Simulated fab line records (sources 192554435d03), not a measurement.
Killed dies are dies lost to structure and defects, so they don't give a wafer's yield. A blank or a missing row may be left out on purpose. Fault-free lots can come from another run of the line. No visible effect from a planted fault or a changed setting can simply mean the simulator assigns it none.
A lot that was struck, set against a sound lot / flow n5Finfet / 38 steps out of a route of 1938
Sound: these wafers, L721.3, L721.5, L721.6. Wafers struck: L706.3, L706.4, L706.6. At the end, the cause is stated.
For every step that has rows: the tool of each side, followed by ch and its chambers, followed by its first start. Under that, the readings that differ: sound wafers / struck wafers / difference of the means / sigmas: that difference in standard deviations of wafers without a fault.
alike: readings with means less than 2 such deviations apart, plus words and numbers identical on both sides. not compared: withheld readings, readings lacking a value on some wafer, bounds such as >300 that could conceal the same value, and numbers that have no deviation in the record and whose values overlap.
The two part at a step that has a row with sigmas, a row that says differs or no value, or rows on one side only. Non-overlapping numbers with no deviation appear without sigmas and do not part them. A reading missing from all wafers of one side parts the sides only when that side holds two or more wafers.

first, 9 steps without rows for these wafers: N5_BEOL_M4_ANNEAL_95 (time 240 s); N5_BEOL_M4_SPUTTER_96 (material Cu, target thk 4.5 nm, time 8.29 s); N5_BEOL_M4_ECD_50 (material Cu, target thk 300 nm); N5_BEOL_M4_ANNEAL_51 (time 90 s); N5_BEOL_M4_CMP_52 (polishes, stops on SiOC, t overpolish 6.8 s, target thk 40 nm); N5_BEOL_M4_PRE_CLEAN_60 (time 15 s); N5_BEOL_M4_CO_CAP_55 (material Co, precursor CCTBA/H2, target thk 2 nm, time 102.1 s); N5_BEOL_M4_PRE_CLEAN_56 (time 15 s); N5_BEOL_M4_DEP_57 (deposits SiCN from 3MS/NH3, target thk 8 nm, time 14 s).
N5_BEOL_M4_RC_MEAS_101:
  sound on prober-02 ch 0, day 12 11:19; struck on prober-01 ch 0, day 8 13:27
  alike: DIBL_N, DIBL_P, IOFF_N, IOFF_P, ION_N, ION_P, SS_N, SS_P, VT_N, VT_P
then, 24 steps without rows for these wafers: N5_BEOL_M5_ILD_DEP_00 (deposits SiCOH lowk from DEMS/porogen, target thk 140.64 nm, time 25.9 s); N5_BEOL_M5_CURE_79 (cures SiCOH lowk, time 240 s); N5_BEOL_M5_PECVD_70 (deposits SiO2 from TEOS/O2, target thk 16 nm, time 18 s); N5_BEOL_M5_HM_DEP_02 (deposits TiN, target thk 20 nm); N5_BEOL_M5_COAT_59 (time 60 s, resist thk 60 nm); N5_BEOL_M5_COAT_60 (time 60 s, resist thk 12 nm); N5_BEOL_M5_COAT_71 (time 60 s, resist thk 5 nm); N5_BEOL_M5_COAT_05 (resist thk 30 nm); N5_BEOL_M5_EBR_07; N5_BEOL_M5_SOFTBAKE_06 (time 60 s); N5_BEOL_M5_EXPOSE_08 (exposes mask M5, target cd 28 nm); N5_BEOL_M5_PEB_09 (peb time 60 s); N5_BEOL_M5_DEVELOP_10 (develop time 30 s); N5_BEOL_M5_DESCUM_16 (chemistry O2, time 7 s); N5_BEOL_M5_ETCH_72 (etches underlayer in N2/H2, target depth 6.5 nm, time 5.2 s); N5_BEOL_M5_ETCH_61 (etches SiARC in CF4, target depth 15.6 nm, time 26 s); N5_BEOL_M5_ETCH_62 (etches SOC in N2/H2, target depth 75 nm, overetch 15 nm, time 112.5 s); N5_BEOL_M5_STRIP_63 (strips in N2/H2); N5_BEOL_M5_STRIP_73 (strips in N2/H2); N5_BEOL_M5_STRIP_64 (strips in CF4); N5_BEOL_M5_HM_OPEN_17 (chemistry Cl2/BCl3, target TiN, target depth 20 nm, overetch 6 nm); N5_BEOL_M5_STRIP_19 (strips in O2); N5_BEOL_M5_COAT_65 (time 60 s, resist thk 60 nm); N5_BEOL_M5_COAT_66 (time 60 s, resist thk 12 nm).
-- the record jumps here: 3 days lie between the struck wafers' starts before and after (it left off in module BEOL_M5 and takes up again in module BEOL_M13, whose first step shown is number 1708 of the route) --
N5_BEOL_M13_ECD_47: material Cu, target thk 936 nm.
  sound on ecdCu-02 ch 0,1, day 15 13:17; struck on ecdCu-01 ch 0,1, day 11 10:07
N5_BEOL_M13_THK_MEAS_50: measures by xrf.
  struck on filmMetro-02, day 11 10:50; sound on filmMetro-01, day 15 14:08
reading=M13_THK (nm); sound=426 429 416; struck=- - -; difference=no value on the struck wafers; sigmas=
N5_BEOL_M13_RS_MEAS_54: a four-point-probe measurement.
  struck on filmMetro-02, day 11 11:09; sound on filmMetro-01, day 15 14:16
reading=M13_RS (ohm/sq); sound=0.0440 0.0438 0.0453; struck=55.185 54.688 56.037; difference=+55.259; sigmas=+99 or more
N5_PASSIVATION_PROBE_49:
  only the struck wafers here have rows in the record (prober-01, day 12 10:10); the sound ones have none

WHERE THEY PART
At N5_BEOL_M13_THK_MEAS_50 first; at N5_PASSIVATION_PROBE_49 last (within this record only).

WHY: whatever the simulator had introduced
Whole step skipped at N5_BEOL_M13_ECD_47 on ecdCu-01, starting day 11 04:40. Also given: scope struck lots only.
